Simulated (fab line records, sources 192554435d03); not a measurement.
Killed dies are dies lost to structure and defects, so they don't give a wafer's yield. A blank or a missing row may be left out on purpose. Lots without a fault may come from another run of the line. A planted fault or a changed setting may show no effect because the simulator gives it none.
One fault seen from 3 desks | flow n5_finfet | each desk has only its own numbers; what lay behind them comes last

THE TOOL OWNER'S DESK: litho_track-03
The tool's own readings at N5_FIN_SAQP_COAT_10 (resist thk 90 nm): means of the sampled wafers that have a number, for each lot that ran on this tool. A lot is out of limits, marked OUT, if its mean lies more than 4 standard deviations from the usual mean; the brackets give that distance.
Columns: A = spin_speed_rpm at N5_FIN_SAQP_COAT_10, usual 1500.2 rpm
lot  | first seen here | A
L229 | day 2 02:44     | 1500.3
L250 | day 7 09:25     | 1171.5 (-99 or more) OUT
L251 | day 7 15:11     | 1170.3 (-99 or more) OUT
This desk's finding: out of limits on L250, L251; first on L250, day 7 09:25 (spin_speed_rpm at N5_FIN_SAQP_COAT_10). In limits: L229.

THE METROLOGY DESK
What the gauges read, lot by lot, whatever tool the lot ran on: means of the sampled wafers that have a number. A lot is out of limits, marked OUT, if its mean lies more than 4 standard deviations from the usual mean; the brackets give that distance. Of its 14 readings 7 are shown: those that lie furthest out on some lot.
Columns: A = thk_nm at N5_FIN_SAQP_THK_MEAS_05, usual 38.0 nm; B = thk_nm at N5_FIN_SAQP_THK_MEAS_07, usual 60.2 nm; C = cd_nm at N5_FIN_SAQP_CD_MEAS_16, usual 35.5 nm; D = FIN_CORE_OVL at N5_FIN_SAQP_OVL_MEAS_17, usual 0.1 nm; E = IOFF_N at N5_BEOL_M4_RC_MEAS_101, usual 0.17 nA/um; F = ION_P at N5_BEOL_M4_RC_MEAS_101, usual 462 uA/um; G = SS_P at N5_BEOL_M4_RC_MEAS_101, usual 73.4 mV/dec
lot  | first seen here | A    | B    | C    | D    | E    | F   | G
L229 | day 2 02:25     | 37.8 | 59.4 | 35.3 | 1.1  | 0.19 | 460 | 74.1
L232 | day 2 20:29     | 37.3 | 60.3 | 35.6 | -0.8 | 0.16 | 453 | 73.5
L236 | day 3 21:06     | 38.4 | 61.5 | 35.4 | 0.3  | 0.15 | 456 | 73.0
L241 | day 5 03:58     | 37.8 | 60.4 | 35.1 | -0.0 | 0.13 | 460 | 73.5
L250 | day 7 09:05     | 38.4 | 60.4 | 35.6 | 0.5  | 0.16 | 466 | 73.0
L251 | day 7 14:52     | 38.2 | 60.9 | 36.2 | -0.4 | 0.14 | 458 | 72.8
This desk's finding: nothing out of limits on any of the 6 lots.

THE DEFECT DESK
What the inspections along the route counted, lot by lot: means of the sampled wafers that have a number. A lot is out of limits, marked OUT, if its mean lies more than 4 standard deviations from the usual mean; the brackets give that distance.
Columns: A = raw_defect_count at N5_FIN_SAQP_INSPECT_18, usual 419
lot  | first seen here | A
L229 | day 2 03:10     | 419
L232 | day 2 21:16     | 303
L236 | day 3 21:51     | 436
L241 | day 5 04:36     | 404
L250 | day 7 09:43     | 435
L251 | day 7 15:37     | 429
This desk's finding: nothing out of limits on any of the 6 lots.

PUT TOGETHER
The tool owner's desk could have raised an alarm at day 7 09:25, on L250, L251.
The metrology desk saw nothing out of limits.
The defect desk saw nothing out of limits.
The metrology desk has L250, L251 on record, within its limits.
The defect desk has L250, L251 on record, within its limits.
Of the lots named, all ran N5_FIN_SAQP_COAT_10 on litho_track-03.

WHAT THE SIMULATOR HAD PUT IN
Process parameter drift: litho_track-03, from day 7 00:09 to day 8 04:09, at N5_FIN_SAQP_COAT_10. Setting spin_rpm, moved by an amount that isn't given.
Lots struck among those shown: L250, L251.
Hours from the fault's start to each desk's first reading out of limits: the tool owner's desk, 9.
